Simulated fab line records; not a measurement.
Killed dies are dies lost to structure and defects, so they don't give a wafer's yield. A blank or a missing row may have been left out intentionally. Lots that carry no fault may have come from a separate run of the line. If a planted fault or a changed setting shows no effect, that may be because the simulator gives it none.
A struck lot beside a sound one	flow nand harc	14 out of 1302 route steps
Sound: wafers L582.2, L582.4, L582.6. Struck: wafer L595.3 (left out: L595.1, L595.2 of the same lot, which were not struck); the cause appears at the end.
Each step with rows lists, per side, the tool, then ch with its chambers, then its first start. Under that, the readings that differ: sound wafers	struck wafers	difference of the means	sigmas: that difference in standard deviations of wafers without a fault.
alike: readings with means less than 2 such deviations apart, plus words and numbers identical on both sides. not compared: withheld readings, readings lacking a value on some wafer, bounds such as >300 that could conceal the same value, and numbers that have no deviation in the record and whose values overlap.
A row with sigmas, a row that says differs or no value, or rows on one side alone: a step with any of these is where the two part. Numbers that have no deviation but don't overlap get no sigmas and don't part them. A reading that every wafer of one side lacks parts them only if that side has two wafers or more.

NHARC_A_M1_DEGAS_29: time 60 s.
  struck on pvd sputter-02, day 31 00:44; sound on pvd sputter-03, day 25 01:16
  alike: heater power w
then, 1 step without rows for these wafers: NHARC_A_M1_PRE_CLEAN_30 (time 30 s).
NHARC_A_M1_PVD_20: deposits TaN, target thk 5 nm, time 8.06 s.
  sound on pvd sputter-03; struck on pvd sputter-02
  alike: throttle valve pct
then, 2 steps without rows for these wafers: NHARC_A_M1_PVD_21 (deposits Cu, target thk 30 nm, time 20.49 s); NHARC_A_M1_ECD_22 (material Cu, target thk 400 nm).
NHARC_A_M1_ANNEAL_31: time 90 s.
  sound on rtp anneal-01 ch 0, day 25 02:02; struck on rtp anneal-01 ch 0, day 31 01:29
  alike: wafer_temp_C_max
NHARC_A_M1_CMP_23: polishes, t overpolish 20 s, target thk 154.34 nm.
  sound on cmp-03 ch 0,3, day 25 02:20; struck on cmp-01 ch 1, day 31 01:49
  alike: motor current A, time to endpoint s
NHARC_A_M1_THK_MEAS_24: measures by xrf.
  struck on film metro-01, day 31 02:08; sound on film metro-01, day 25 02:39
  alike: thk nm
then, 1 step without rows for these wafers: NHARC_A_M1_SRD_25.
NHARC_A_M1_INSPECT_27:
  struck on defect inspect-02, day 31 02:19; sound on defect inspect-02, day 25 02:48
  alike: raw defect count
NHARC_A_M1_PRE_CLEAN_32: time 12 s.
  sound on pecvd-03 ch 0,2, day 25 02:53; struck on pecvd-03 ch 1, day 31 02:23
  alike: heater power w
NHARC_A_M1_DEP_33: deposits SiCN, target thk 30 nm.
  sound on pecvd-03 ch 0,2, day 25 02:59; struck on pecvd-03 ch 1, day 31 02:28
reading	sound	struck	difference	sigmas
rf fwd power W (W)	450.3 449.7 449.2	519.2	+69.5	+50
showerhead vpp V (V)	1188 1176 1324	1438	+209	+3
  alike: heater power w
then, 1 step without rows for these wafers: NHARC_A_BONDPAD_DEP_00 (deposits SiCN, target thk 250 nm).
NHARC_END_SORT_01:
  the record has rows for the sound wafers here (prober-02 ch 0, day 26 10:48) and none for the struck ones

## WHERE THEY PART
Earliest at NHARC_A_M1_DEP_33; latest, in this record, at NHARC_END_SORT_01.

WHY: whatever the simulator had introduced
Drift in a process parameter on pecvd-03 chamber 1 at NHARC_A_M1_DEP_33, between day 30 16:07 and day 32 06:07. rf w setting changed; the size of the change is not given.
